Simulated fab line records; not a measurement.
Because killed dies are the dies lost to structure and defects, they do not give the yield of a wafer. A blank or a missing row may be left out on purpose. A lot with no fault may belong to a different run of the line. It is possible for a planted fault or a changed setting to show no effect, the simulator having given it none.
Comparing a struck lot with a sound one	flow nand_harc	14 steps out of a route of 1302
Sound: these wafers, L196.2, L196.3, L196.6. Struck: wafer L204.6 (L204.3, L204.5, from the same lot, were not struck and are left out); the cause is given at the end.
For every step that has rows: the tool of each side, followed by ch and its chambers, followed by its first start. Under that, the readings that differ: sound wafers	struck wafers	difference of the means	sigmas: that difference in standard deviations of wafers without a fault.
alike: words and numbers the same on both sides, and readings whose means are apart by under 2 such deviations; not compared: readings that were withheld, readings missing a value for some wafer, numbers with overlapping values and no deviation given by the record, and bounds like >300 which may hide the same value.
Wherever a step has rows on one side only, a row that says differs or no value, or a row with sigmas, the two part there. Numbers that don't overlap but have no deviation are shown without sigmas and don't part them. A reading missing from all wafers of one side parts the sides only when that side holds two or more wafers.

first, 3 steps without rows for these wafers: NHARC_A_CHANNEL_HOLE_D1_STRIP_27 (strips in O2); NHARC_A_CHANNEL_HOLE_D1_PRECLEAN_28 (cleans in SC1); NHARC_A_CHANNEL_HOLE_D1_SRD_29.
NHARC_A_CHANNEL_HOLE_D1_CD_MEAS_30:
  sound on cd_sem-01, day 10 00:32; struck on cd_sem-02, day 13 22:41
  alike: cd_nm
NHARC_A_CHANNEL_HOLE_D1_XSEM_31:
  sound on xsem-01 ch 0, day 10 00:37; struck on xsem-02 ch 0, day 13 22:46
reading	sound	struck	difference	sigmas
bow_nm (nm)	8.69 8.72 8.72	8.11	-0.60	-2
  alike: bot_cd_nm, tilt_deg
NHARC_A_CHANNEL_HOLE_D1_INSPECT_40:
  sound on defect_inspect-02, day 10 00:43; struck on defect_inspect-02, day 13 22:52
  alike: raw_defect_count
then, 2 steps without rows for these wafers: NHARC_A_CHANNEL_FILL_D1_PRECLEAN_00 (cleans in SC1); NHARC_A_CHANNEL_FILL_D1_SRD_01.
NHARC_A_CHANNEL_FILL_D1_ALD_02: deposits SiO2, target thk 6 nm, pulse time 10 s, ald cycles 60.
  sound on ald_hk-03 ch 0,2,3, day 10 00:55; struck on ald_hk-03 ch 0, day 13 23:07
  alike: heater_power_outer_w, heater_power_w, precursor_pulse_height_rel
  not compared: ald_cycles
NHARC_A_CHANNEL_FILL_D1_ALD_03: deposits SiNx, target thk 6 nm, pulse time 60 s, ald cycles 58.
  sound on ald_sin_batch-01 ch 0; struck on ald_sin_batch-02 ch 0
  alike: precursor_pulse_height_rel
  not compared: ald_cycles
NHARC_A_CHANNEL_FILL_D1_ALD_14: deposits SiO2, target thk 2.5 nm, pulse time 10 s, ald cycles 25.
  sound on ald_hk-02 ch 1,3, day 10 07:58; struck on ald_hk-01 ch 2, day 14 05:19
  alike: heater_power_outer_w, heater_power_w, precursor_pulse_height_rel
  not compared: ald_cycles
NHARC_A_CHANNEL_FILL_D1_ALD_15: deposits SiNx, target thk 2 nm, pulse time 60 s, ald cycles 19.
  sound on ald_sin_batch-03 ch 0, day 10 11:14; struck on ald_sin_batch-03 ch 0
reading	sound	struck	difference	sigmas
precursor_pulse_height_rel	0.975 0.998 1.006	1.038	+0.045	+2
  not compared: ald_cycles
NHARC_A_CHANNEL_FILL_D1_ALD_16: deposits SiO2, target thk 1.5 nm, pulse time 10 s, ald cycles 15.
  sound on ald_hk-02 ch 1,2, day 10 13:18; struck on ald_hk-02 ch 2, day 14 10:29
reading	sound	struck	difference	sigmas
ald_cycles	15 15 15	19	+4	
  alike: heater_power_outer_w, heater_power_w, precursor_pulse_height_rel
then, 1 step without rows for these wafers: NHARC_A_CHANNEL_FILL_D1_ANNEAL_17 (time 1800 s).

## WHERE THEY PART
At NHARC_A_CHANNEL_HOLE_D1_XSEM_31 first; at NHARC_A_CHANNEL_FILL_D1_ALD_15 last (within this record only). Later steps at which nothing parts them and some readings are alike: NHARC_A_CHANNEL_FILL_D1_ALD_16.

WHY: the cause the simulator had injected
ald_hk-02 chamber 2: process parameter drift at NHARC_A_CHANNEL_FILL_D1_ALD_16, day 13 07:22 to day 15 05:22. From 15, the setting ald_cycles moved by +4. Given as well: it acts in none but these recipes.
